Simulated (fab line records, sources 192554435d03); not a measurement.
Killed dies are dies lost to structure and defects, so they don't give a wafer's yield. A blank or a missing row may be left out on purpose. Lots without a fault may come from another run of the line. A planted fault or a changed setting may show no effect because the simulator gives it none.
Which tool did it? | flow n5_finfet | 24 lots, 72 wafers sampled, at 6 steps of a route of 1938

WHAT THE GAUGES READ, wafer by wafer
N5_BEOL_M0_SAQP_OVL_MEAS_41.
lot  | measured     | on         | M0_CUT1_OVL (nm)
L074 | day 5 16:35  | overlay-02 | -1.7 -1.1 -0.8
L075 | day 6 02:32  | overlay-02 | 0.2 0.6 -0.1
L076 | day 6 06:37  | overlay-02 | 0.4 -0.3 0.4
L077 | day 6 15:51  | overlay-02 | -1.4 -0.8 -0.5
L078 | day 6 16:16  | overlay-02 | 0.0 -0.8 -0.7
L079 | day 7 02:01  | overlay-01 | 0.1 0.1 -0.3
L080 | day 7 08:03  | overlay-01 | -1.6 -0.8 -1.1
L081 | day 7 21:22  | overlay-02 | -0.8 0.0 -0.3
L082 | day 8 00:37  | overlay-02 | -1.5 0.5 -1.2
L083 | day 8 03:46  | overlay-02 | 0.3 0.2 0.7
L084 | day 8 05:58  | overlay-02 | -0.7 -0.9 -1.2
L085 | day 8 13:14  | overlay-01 | -1.5 -0.8 -0.7
L086 | day 8 20:01  | overlay-02 | -0.8 -0.6 0.4
L087 | day 8 23:11  | overlay-02 | -0.4 -0.4 -0.8
L088 | day 9 07:37  | overlay-01 | -0.2 -0.4 -0.1
L089 | day 9 11:26  | overlay-02 | -0.8 -0.1 -0.6
L090 | day 9 14:22  | overlay-02 | -0.4 -1.0 -0.4
L091 | day 9 19:06  | overlay-02 | -0.3 0.4 -0.9
L092 | day 10 01:41 | overlay-02 | -1.0 -0.2 -0.8
L093 | day 10 08:07 | overlay-02 | 0.2 -0.9 -0.2
L094 | day 10 20:04 | overlay-02 | -1.0 -0.8 -0.4
L095 | day 11 00:05 | overlay-02 | -0.1 0.4 -0.2
L096 | day 11 05:50 | overlay-01 | 0.1 0.1 0.7
L097 | day 11 06:47 | overlay-01 | -0.1 0.8 -0.1

WHICH TOOL RAN EACH LOT (tool, then ch and the chambers of the sampled wafers, then the start)
lot  | N5_MOL_CONTACT_COAG_CMP_52    | N5_BEOL_M0_SAQP_HM_DEP_02    | N5_BEOL_M0_SAQP_ETCH_83            | N5_BEOL_M0_SAQP_RECESS_109         | N5_BEOL_M0_SAQP_MANDREL2_REMOVE_110
L074 | cmp-03 ch 0,3, day 5 06:32    | pvd_sputter-03, day 5 11:27  | rie_diel-02 ch 0,2, day 5 12:16    | vapor_etch-01 ch 0,1, day 5 14:47  | rie_si-01 ch 0,3, day 5 16:01
L075 | cmp-04 ch 0,1,3, day 5 15:19  | pvd_sputter-02, day 5 19:14  | rie_diel-02 ch 1,2,3, day 5 20:16  | vapor_etch-02 ch 0,1, day 5 23:09  | rie_si-01 ch 1,2,3, day 6 01:56
L076 | cmp-03 ch 0,3, day 5 20:28    | pvd_sputter-01, day 6 01:29  | rie_diel-06 ch 1,2, day 6 02:25    | vapor_etch-02 ch 0,1, day 6 05:11  | rie_si-01 ch 0,1,3, day 6 06:09
L077 | cmp-03 ch 0,1, day 5 22:19    | pvd_sputter-01, day 6 08:01  | rie_diel-05 ch 1,2,3, day 6 08:58  | vapor_etch-02 ch 0, day 6 11:33    | rie_si-03 ch 1,3, day 6 15:16
L078 | cmp-03 ch 0,1, day 6 05:23    | pvd_sputter-03, day 6 09:45  | rie_diel-02 ch 0,3, day 6 10:41    | vapor_etch-02 ch 0,1, day 6 14:26  | rie_si-01 ch 0,2, day 6 15:48
L079 | cmp-03 ch 0,1,2, day 6 16:50  | pvd_sputter-03, day 6 21:19  | rie_diel-06 ch 0,2,3, day 6 22:23  | vapor_etch-02 ch 0,1, day 7 00:48  | rie_si-03 ch 0,1,3, day 7 01:35
L080 | cmp-04 ch 1,2, day 6 20:10    | pvd_sputter-02, day 7 03:26  | rie_diel-02 ch 0,3, day 7 04:23    | vapor_etch-02 ch 0,1, day 7 06:51  | rie_si-01 ch 1,2,3, day 7 07:35
L081 | cmp-03 ch 0,2,3, day 7 11:10  | pvd_sputter-02, day 7 15:38  | rie_diel-06 ch 0,1, day 7 16:34    | vapor_etch-01 ch 0,1, day 7 19:41  | rie_si-03 ch 0,1,3, day 7 20:55
L082 | cmp-03 ch 0,1,3, day 7 12:49  | pvd_sputter-03, day 7 19:52  | rie_diel-06 ch 0,1,2, day 7 20:47  | vapor_etch-02 ch 0,1, day 7 23:11  | rie_si-01 ch 0,1,3, day 8 00:02
L083 | cmp-02 ch 0,1,2, day 7 14:25  | pvd_sputter-01, day 7 21:04  | rie_diel-06 ch 1,2, day 7 22:01    | vapor_etch-02 ch 0,1, day 8 00:56  | rie_si-04 ch 2,3, day 8 03:19
L084 | cmp-02 ch 0,1, day 7 19:13    | pvd_sputter-02, day 8 00:02  | rie_diel-06 ch 1,2,3, day 8 00:57  | vapor_etch-02 ch 0,1, day 8 04:37  | rie_si-04 ch 0,2,3, day 8 05:22
L085 | cmp-02 ch 0,1, day 8 02:40    | pvd_sputter-03, day 8 07:58  | rie_diel-06 ch 0,2,3, day 8 08:55  | vapor_etch-01 ch 0,1, day 8 11:53  | rie_si-03 ch 0,1,2, day 8 12:40
L086 | cmp-02 ch 1,2,3, day 8 07:26  | pvd_sputter-03, day 8 13:42  | rie_diel-02 ch 1,2,3, day 8 14:39  | vapor_etch-02 ch 0,1, day 8 17:05  | rie_si-03 ch 0,1,3, day 8 19:34
L087 | cmp-03 ch 1,2,3, day 8 11:55  | pvd_sputter-01, day 8 16:14  | rie_diel-02 ch 0,2,3, day 8 17:11  | vapor_etch-01 ch 0,1, day 8 20:48  | rie_si-01 ch 0,2, day 8 22:37
L088 | cmp-02 ch 0,1,3, day 8 21:16  | pvd_sputter-01, day 9 02:22  | rie_diel-06 ch 0,1,3, day 9 03:10  | vapor_etch-02 ch 1, day 9 05:41    | rie_si-04 ch 2,3, day 9 07:02
L089 | cmp-03 ch 0,1,2, day 9 02:28  | pvd_sputter-03, day 9 06:38  | rie_diel-02 ch 0,1,2, day 9 07:35  | vapor_etch-01 ch 0, day 9 10:12    | rie_si-01 ch 0,1,2, day 9 10:59
L090 | cmp-02 ch 0,2,3, day 9 03:32  | pvd_sputter-01, day 9 09:37  | rie_diel-06 ch 0,1, day 9 10:33    | vapor_etch-01 ch 0,1, day 9 13:08  | rie_si-04 ch 0,1,2, day 9 13:55
L091 | cmp-04 ch 0,1,3, day 9 09:13  | pvd_sputter-02, day 9 13:34  | rie_diel-06 ch 1,2,3, day 9 14:47  | vapor_etch-02 ch 0, day 9 17:42    | rie_si-01 ch 0,1,3, day 9 18:31
L092 | cmp-02 ch 0,1,3, day 9 16:13  | pvd_sputter-02, day 9 20:50  | rie_diel-02 ch 1,2,3, day 9 21:49  | vapor_etch-01 ch 0,1, day 10 00:21 | rie_si-04 ch 0,1,2, day 10 01:14
L093 | cmp-04 ch 0,1,2, day 9 22:23  | pvd_sputter-03, day 10 02:35 | rie_diel-06 ch 0,1, day 10 03:38   | vapor_etch-02 ch 0,1, day 10 06:45 | rie_si-04 ch 1,2,3, day 10 07:32
L094 | cmp-02 ch 1,2,3, day 10 09:51 | pvd_sputter-03, day 10 15:14 | rie_diel-06 ch 0,1,2, day 10 16:11 | vapor_etch-02 ch 0,1, day 10 18:34 | rie_si-01 ch 0,1,3, day 10 19:29
L095 | cmp-03 ch 2,3, day 10 10:02   | pvd_sputter-03, day 10 18:30 | rie_diel-02 ch 1,2,3, day 10 19:59 | vapor_etch-02 ch 0,1, day 10 22:45 | rie_si-01 ch 0,1,2, day 10 23:29
L096 | cmp-04 ch 0,1, day 10 18:13   | pvd_sputter-03, day 11 00:56 | rie_diel-02 ch 0,2,3, day 11 02:01 | vapor_etch-02 ch 0,1, day 11 04:29 | rie_si-04 ch 0,3, day 11 05:23
L097 | cmp-04 ch 0,1,2, day 10 22:03 | pvd_sputter-03, day 11 01:58 | rie_diel-02 ch 0,1,3, day 11 02:56 | vapor_etch-01 ch 0,1, day 11 05:26 | rie_si-01 ch 0,3, day 11 06:13
- N5_MOL_CONTACT_COAG_CMP_52: polishes, stops on SiO2, t overpolish 1.5 s, target thk 66.5 nm.
- N5_BEOL_M0_SAQP_HM_DEP_02: deposits TiN, target thk 12 nm.
- N5_BEOL_M0_SAQP_ETCH_83: etches SiARC in CF4, target depth 39 nm, time 65 s.
- N5_BEOL_M0_SAQP_RECESS_109: chemistry HF/NH3, target SiO2, target depth 3 nm, afs cycles 1, sublimation time 60 s.
- N5_BEOL_M0_SAQP_MANDREL2_REMOVE_110: chemistry HBr/Cl2/O2, target a-Si, stops on SiCN, bt time 10 s.

WHAT THE TOOLS THEMSELVES READ (means of the sampled wafers that have a number; where no wafer has one, the mark that the record gives instead)
N5_MOL_CONTACT_COAG_CMP_52.
lot  | tool   | motor_current_A (A) | overpolish_run_s (s) | slurry_flow_ml_min | time_to_endpoint_s (s)
L074 | cmp-03 | 11.1                | 1.499                | 149.5              | 15.6
L075 | cmp-04 | 10.2                | 1.490                | 149.7              | 11.8
L076 | cmp-03 | 11.0                | 1.502                | 149.5              | 16.9
L077 | cmp-03 | 11.7                | 1.497                | 150.2              | 14.5
L078 | cmp-03 | 12.1                | 1.497                | 150.0              | 15.0
L079 | cmp-03 | 12.3                | 1.504                | 150.5              | 11.6
L080 | cmp-04 | 12.2                | 1.498                | 149.7              | 11.5
L081 | cmp-03 | 11.4                | 1.500                | 149.8              | 12.3
L082 | cmp-03 | 11.3                | 1.500                | 149.9              | 14.7
L083 | cmp-02 | 10.4                | 1.500                | 149.9              | 14.4
L084 | cmp-02 | 10.8                | 1.505                | 150.1              | 9.9
L085 | cmp-02 | 10.8                | 1.500                | 150.0              | 13.5
L086 | cmp-02 | 11.0                | 1.502                | 149.6              | 13.5
L087 | cmp-03 | 11.6                | 1.500                | 150.0              | 14.6
L088 | cmp-02 | 11.4                | 1.505                | 149.8              | 11.9
L089 | cmp-03 | 11.8                | 1.508                | 150.4              | 13.9
L090 | cmp-02 | 11.5                | 1.494                | 150.0              | 10.0
L091 | cmp-04 | 10.0                | 1.502                | 150.6              | 12.9
L092 | cmp-02 | 12.0                | 1.495                | 150.4              | 10.5
L093 | cmp-04 | 12.1                | 1.501                | 150.1              | 13.0
L094 | cmp-02 | 11.2                | 1.498                | 149.9              | 13.7
L095 | cmp-03 | 11.2                | 1.502                | 149.6              | 15.2
L096 | cmp-04 | 11.1                | 1.502                | 149.8              | 13.1
L097 | cmp-04 | 11.8                | 1.498                | 150.1              | 12.8

N5_BEOL_M0_SAQP_HM_DEP_02.
lot  | tool           | throttle_valve_pct (%)
L074 | pvd_sputter-03 | 29.3
L075 | pvd_sputter-02 | 30.4
L076 | pvd_sputter-01 | 29.6
L077 | pvd_sputter-01 | 29.7
L078 | pvd_sputter-03 | 29.9
L079 | pvd_sputter-03 | 29.7
L080 | pvd_sputter-02 | 28.0
L081 | pvd_sputter-02 | 28.5
L082 | pvd_sputter-03 | 29.6
L083 | pvd_sputter-01 | 29.5
L084 | pvd_sputter-02 | 28.6
L085 | pvd_sputter-03 | 29.2
L086 | pvd_sputter-03 | 29.5
L087 | pvd_sputter-01 | 29.0
L088 | pvd_sputter-01 | 29.3
L089 | pvd_sputter-03 | 29.6
L090 | pvd_sputter-01 | 29.5
L091 | pvd_sputter-02 | 28.5
L092 | pvd_sputter-02 | 28.5
L093 | pvd_sputter-03 | 29.5
L094 | pvd_sputter-03 | 29.6
L095 | pvd_sputter-03 | 29.6
L096 | pvd_sputter-03 | 29.7
L097 | pvd_sputter-03 | 29.8

N5_BEOL_M0_SAQP_ETCH_83.
lot  | tool        | drypump_motor_current_A (A) | etch_rf_on_time_s (s) | oes_product_au (a.u.) | rf_vpp_V (V) | showerhead_plenum_p_Torr (Torr) | throttle_valve_pct (%)
L074 | rie_diel-02 | 6.1                         | 63.2                  | 0.63                  | 184.6        | 2.13                            | 15.73
L075 | rie_diel-02 | 6.0                         | 65.6                  | 0.64                  | 184.0        | 2.13                            | 15.65
L076 | rie_diel-06 | 6.4                         | 65.5                  | 0.63                  | 183.5        | 2.06                            | 15.69
L077 | rie_diel-05 | 5.9                         | 66.1                  | 0.62                  | 183.4        | 2.11                            | 15.74
L078 | rie_diel-02 | 6.5                         | 64.9                  | 0.66                  | 183.4        | 2.11                            | 15.74
L079 | rie_diel-06 | 6.2                         | 63.8                  | 0.68                  | 183.3        | 2.16                            | 15.66
L080 | rie_diel-02 | 6.6                         | 65.1                  | 0.65                  | 183.6        | 2.11                            | 15.76
L081 | rie_diel-06 | 6.2                         | 65.2                  | 0.73                  | 183.0        | 2.15                            | 15.33
L082 | rie_diel-06 | 6.3                         | 65.6                  | 0.68                  | 183.1        | 2.10                            | 15.52
L083 | rie_diel-06 | 6.4                         | 65.4                  | 0.62                  | 182.1        | 2.05                            | 15.71
L084 | rie_diel-06 | 6.0                         | 65.2                  | 0.63                  | 183.9        | 2.11                            | 15.67
L085 | rie_diel-06 | 6.2                         | 64.3                  | 0.67                  | 184.0        | 2.16                            | 15.70
L086 | rie_diel-02 | 6.0                         | 65.0                  | 0.63                  | 183.6        | 2.13                            | 15.69
L087 | rie_diel-02 | 6.3                         | 64.1                  | 0.64                  | 183.6        | 2.10                            | 15.75
L088 | rie_diel-06 | 5.9                         | 64.7                  | 0.67                  | 184.1        | 2.16                            | 15.50
L089 | rie_diel-02 | 6.0                         | 66.2                  | 0.60                  | 184.1        | 2.15                            | 15.74
L090 | rie_diel-06 | 6.0                         | 66.7                  | 0.67                  | 184.2        | 2.10                            | 15.36
L091 | rie_diel-06 | 6.0                         | 65.1                  | 0.62                  | 183.7        | 2.11                            | 15.70
L092 | rie_diel-02 | 6.0                         | 65.3                  | 0.62                  | 184.0        | 2.12                            | 15.72
L093 | rie_diel-06 | 6.0                         | 65.1                  | 0.68                  | 184.0        | 2.10                            | 15.37
L094 | rie_diel-06 | 6.3                         | 65.2                  | 0.66                  | 183.0        | 2.10                            | 15.57
L095 | rie_diel-02 | 6.1                         | 65.8                  | 0.61                  | 183.9        | 2.12                            | 15.73
L096 | rie_diel-02 | 6.3                         | 63.9                  | 0.63                  | 182.9        | 2.09                            | 15.80
L097 | rie_diel-02 | 6.3                         | 66.1                  | 0.63                  | 184.0        | 2.13                            | 15.75

N5_BEOL_M0_SAQP_RECESS_109.
lot  | tool          | drypump_motor_current_A (A) | foreline_p_Torr (Torr)
L074 | vapor_etch-01 | 5.5                         | 0.1287
L075 | vapor_etch-02 | 5.4                         | 0.1284
L076 | vapor_etch-02 | 5.7                         | 0.1280
L077 | vapor_etch-02 | 5.1                         | 0.1279
L078 | vapor_etch-02 | 5.7                         | 0.1283
L079 | vapor_etch-02 | 5.7                         | 0.1284
L080 | vapor_etch-02 | 5.7                         | 0.1283
L081 | vapor_etch-01 | 5.5                         | 0.1279
L082 | vapor_etch-02 | 5.4                         | 0.1280
L083 | vapor_etch-02 | 5.4                         | 0.1278
L084 | vapor_etch-02 | 5.7                         | 0.1278
L085 | vapor_etch-01 | 5.5                         | 0.1274
L086 | vapor_etch-02 | 5.4                         | 0.1281
L087 | vapor_etch-01 | 6.0                         | 0.1281
L088 | vapor_etch-02 | 6.0                         | 0.1278
L089 | vapor_etch-01 | 6.5                         | 0.1277
L090 | vapor_etch-01 | 5.9                         | 0.1290
L091 | vapor_etch-02 | 5.1                         | 0.1274
L092 | vapor_etch-01 | 5.5                         | 0.1276
L093 | vapor_etch-02 | 5.7                         | 0.1279
L094 | vapor_etch-02 | 5.7                         | 0.1280
L095 | vapor_etch-02 | 5.4                         | 0.1279
L096 | vapor_etch-02 | 5.7                         | 0.1280
L097 | vapor_etch-01 | 6.0                         | 0.1275

N5_BEOL_M0_SAQP_MANDREL2_REMOVE_110.
lot  | tool      | HBr_flow_sccm (sccm) | drypump_motor_current_A (A) | oes_product_au (a.u.) | throttle_valve_pct (%)
L074 | rie_si-01 | 150.0                | 5.2                         | 1.032                 | 36.8
L075 | rie_si-01 | 150.3                | 5.2                         | 0.995                 | 37.0
L076 | rie_si-01 | 149.7                | 5.4                         | 1.008                 | 36.7
L077 | rie_si-03 | 150.1                | 5.9                         | 0.990                 | 37.0
L078 | rie_si-01 | 149.6                | 5.4                         | 1.038                 | 36.9
L079 | rie_si-03 | 150.2                | 6.1                         | 0.999                 | 36.9
L080 | rie_si-01 | 150.0                | 5.3                         | 1.008                 | 37.0
L081 | rie_si-03 | 150.2                | 6.2                         | 0.993                 | 37.0
L082 | rie_si-01 | 150.3                | 5.4                         | 1.012                 | 36.7
L083 | rie_si-04 | 150.1                | 5.7                         | 1.002                 | 36.6
L084 | rie_si-04 | 149.8                | 5.6                         | 1.001                 | 36.6
L085 | rie_si-03 | 149.7                | 6.2                         | 1.005                 | 36.7
L086 | rie_si-03 | 150.2                | 6.1                         | 0.996                 | 36.9
L087 | rie_si-01 | 149.6                | 5.2                         | 1.008                 | 37.2
L088 | rie_si-04 | 150.2                | 5.7                         | 1.004                 | 36.6
L089 | rie_si-01 | 150.1                | 5.5                         | 1.010                 | 36.9
L090 | rie_si-04 | 149.8                | 5.3                         | 1.006                 | 36.7
L091 | rie_si-01 | 150.2                | 5.3                         | 1.015                 | 36.8
L092 | rie_si-04 | 150.1                | 5.3                         | 1.008                 | 36.7
L093 | rie_si-04 | 150.4                | 5.4                         | 1.007                 | 36.5
L094 | rie_si-01 | 150.2                | 5.3                         | 1.008                 | 36.8
L095 | rie_si-01 | 150.2                | 5.5                         | 1.006                 | 36.9
L096 | rie_si-04 | 149.6                | 5.6                         | 1.012                 | 36.7
L097 | rie_si-01 | 149.9                | 5.0                         | 1.011                 | 37.0

THE ANSWER, worked out from the rows above alone
Rule: what is usual is taken from the lots themselves. Put in order of their means at a reading, lots are off if they are a third of the lots or fewer, leave a main group of 4 or more, and stand apart from it by a gap of 3 or more times the standard deviation of the main group's means; of several such gaps the widest counts. A main group whose means are all the same, to the digits that the tables above print for the reading, isn't used. A lot without any number at a reading at which 4 lots or more have one is off too. The other lots that the step has rows for count as sound. The gauges are gone through in route order, then the tools' own readings, and for those a lot's mean is taken as printed above. The first step at which some lot is off is used, and at that step the reading that is off furthest; a lot without a number counts as furthest.
No lot is off at any reading shown: from this, nothing can be told.

WHAT THE SIMULATOR HAD PUT IN
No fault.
